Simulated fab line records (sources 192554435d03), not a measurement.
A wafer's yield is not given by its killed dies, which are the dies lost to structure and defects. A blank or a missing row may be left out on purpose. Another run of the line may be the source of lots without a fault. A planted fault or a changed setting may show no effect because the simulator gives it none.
Lot-split experiment :: flow n5_finfet :: 21 wafers read from 7 lots, route of 1938 steps

== THE SPLIT ==
At N5_FIN_SAQP_PECVD_06 (deposits a-Si from SiH4/He, target thk 60 nm, time 48.1 s), the setting time_s was moved away from the recipe's 48.1 s on 6 of the 21 wafers read, by -7.8% to +12.6%. For the rest of the wafers, this setting stayed at what the recipe calls for.

== FROM THE SPLIT TO THE READING: what the file shows between them, 5 steps ==
- N5_FIN_SAQP_THK_MEAS_07
- N5_FIN_SAQP_HM_DEP_72: deposits SiO2 from SiH4/N2O, target thk 12 nm, time 7.2 s
- N5_FIN_SAQP_COAT_49: time 60 s, resist thk 100 nm
- N5_FIN_SAQP_HM_OPEN_73: chemistry CHF3/O2, target SiO2, stops on a-Si, target depth 12 nm, time 16.8 s
- N5_FIN_SAQP_STRIP_74: strips in CHF3/O2

== THE READING ==
etch.depth_nm (the simulator's own value, which no gauge read), in nm, at N5_FIN_SAQP_MANDREL_ETCH_22 (etches a-Si in HBr/Cl2, stops on SiNx, target depth 60 nm, bt time 10 s, time 30 s). There is no usual value for it anywhere in the file. Here, 15 wafers ran the recipe; their average is 60.37 nm with a standard deviation of 0.63 nm.

wafer: L076.1
tool, chamber at the split: pecvd-04, 2
time_s as run, s: 48.1
against the recipe: recipe
etch.depth_nm, nm: 59.97
against lot-mates on the recipe: -

wafer: L076.3
tool, chamber at the split: pecvd-04, 0
time_s as run, s: 48.1
against the recipe: recipe
etch.depth_nm, nm: 59.81
against lot-mates on the recipe: -

wafer: L076.6
tool, chamber at the split: pecvd-04, 1
time_s as run, s: 48.1
against the recipe: recipe
etch.depth_nm, nm: 61.02
against lot-mates on the recipe: -

wafer: L078.2
tool, chamber at the split: pecvd-04, 2
time_s as run, s: 48.1
against the recipe: recipe
etch.depth_nm, nm: 59.27
against lot-mates on the recipe: -

wafer: L078.3
tool, chamber at the split: pecvd-04, 0
time_s as run, s: 48.1
against the recipe: recipe
etch.depth_nm, nm: 60.57
against lot-mates on the recipe: -

wafer: L078.6
tool, chamber at the split: pecvd-04, 2
time_s as run, s: 48.1
against the recipe: recipe
etch.depth_nm, nm: 60.55
against lot-mates on the recipe: -

wafer: L080.1
tool, chamber at the split: pecvd-03, 1
time_s as run, s: 44.33
against the recipe: -7.8%
etch.depth_nm, nm: 55.57
against lot-mates on the recipe: -5.45

wafer: L080.5
tool, chamber at the split: pecvd-03, 1
time_s as run, s: 48.1
against the recipe: recipe
etch.depth_nm, nm: 60.91
against lot-mates on the recipe: -

wafer: L080.6
tool, chamber at the split: pecvd-03, 0
time_s as run, s: 48.1
against the recipe: recipe
etch.depth_nm, nm: 61.13
against lot-mates on the recipe: -

wafer: L085.1
tool, chamber at the split: pecvd-03, 2
time_s as run, s: 48.1
against the recipe: recipe
etch.depth_nm, nm: 60.49
against lot-mates on the recipe: -

wafer: L085.2
tool, chamber at the split: pecvd-03, 0
time_s as run, s: 48.1
against the recipe: recipe
etch.depth_nm, nm: 59.62
against lot-mates on the recipe: -

wafer: L085.4
tool, chamber at the split: pecvd-03, 0
time_s as run, s: 48.1
against the recipe: recipe
etch.depth_nm, nm: 61.04
against lot-mates on the recipe: -

wafer: L086.1
tool, chamber at the split: pecvd-04, 1
time_s as run, s: 54.17
against the recipe: +12.6%
etch.depth_nm, nm: 66.49
against lot-mates on the recipe: +6.57

wafer: L086.4
tool, chamber at the split: pecvd-04, 2
time_s as run, s: 48.1
against the recipe: recipe
etch.depth_nm, nm: 59.92
against lot-mates on the recipe: -

wafer: L086.6
tool, chamber at the split: pecvd-04, 1
time_s as run, s: 54.17
against the recipe: +12.6%
etch.depth_nm, nm: 67.61
against lot-mates on the recipe: +7.69

wafer: L093.2
tool, chamber at the split: pecvd-03, 0
time_s as run, s: 48.1
against the recipe: recipe
etch.depth_nm, nm: 59.67
against lot-mates on the recipe: -

wafer: L093.5
tool, chamber at the split: pecvd-03, 0
time_s as run, s: 48.1
against the recipe: recipe
etch.depth_nm, nm: 61.43
against lot-mates on the recipe: -

wafer: L093.6
tool, chamber at the split: pecvd-03, 1
time_s as run, s: 53.38
against the recipe: +11.0%
etch.depth_nm, nm: 68.07
against lot-mates on the recipe: +7.52

wafer: L094.1
tool, chamber at the split: pecvd-01, 1
time_s as run, s: 48.1
against the recipe: recipe
etch.depth_nm, nm: 60.09
against lot-mates on the recipe: -

wafer: L094.4
tool, chamber at the split: pecvd-01, 1
time_s as run, s: 52.84
against the recipe: +9.9%
etch.depth_nm, nm: 66.6
against lot-mates on the recipe: +6.51

wafer: L094.6
tool, chamber at the split: pecvd-01, 0
time_s as run, s: 52.84
against the recipe: +9.9%
etch.depth_nm, nm: 66.65
against lot-mates on the recipe: +6.56

FIT RESULTS
A straight line over all 21 wafers: etch.depth_nm changes by +0.596 nm for each +1% of time_s; r = +0.98; the points scatter about the line by 0.71 nm.
The same after taking each lot's own level away (the mean of its wafers on the recipe; 21 wafers): +0.627 nm for each +1%; r = +0.98; scatter 0.62 nm.
On that fit, the largest move of time_s shifts the reading by 7.9 nm.
The lots' own levels span 59.920 to 61.020 nm, that is 1.7 times the standard deviation above.
Hence the lot-to-lot level has little effect on the slope; both slopes agree.
Check: for one of the wafers moved furthest among these (+12.6%), held out of the fit, the line's prediction against its lot-mates is +8.27 nm. It came out at +6.57 nm against them.

== FURTHER SPLITS ON THESE WAFERS ==
Before the reading, these wafers also passed through other splits. Each is held against what the fit with the lots' levels taken away leaves over:
other split on the same wafers: N5_WELL_APT_COAT_02 spin_rpm
wafers away from the commonest value: 8
r with etch.depth_nm (lot level and that fit taken away): +0.43

other split on the same wafers: N5_FIN_SAQP_HM_DEP_03 time_s
wafers away from the commonest value: 10
r with etch.depth_nm (lot level and that fit taken away): +0.03

== THE WHOLE CHAIN: every reading that the file lists as answering this split, in the file's order ==
step: N5_FIN_SAQP_PECVD_06
what it does: deposits a-Si from SiH4/He, target thk 60 nm, time 48.1 s
reading: a-Si_of_FIN_SAQP_PECVD_06.thk_nm (the simulator's own value, which no gauge read)
change (the file's fit): +0.639 nm for each +1% of the setting
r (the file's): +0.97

step: N5_FIN_SAQP_THK_MEAS_07
what it does: 
reading: thk_nm
change (the file's fit): withheld for each +1% of the setting
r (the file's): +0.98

step: N5_FIN_SAQP_MANDREL_ETCH_22
what it does: etches a-Si in HBr/Cl2, stops on SiNx, target depth 60 nm, bt time 10 s, time 30 s
reading: etch.depth_nm (the simulator's own value, which no gauge read)
change (the file's fit): +0.638 nm for each +1% of the setting
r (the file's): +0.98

== FILE'S OWN FIT ==
etch.depth_nm changes by +0.638 nm for each +1% of time_s, r = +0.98.
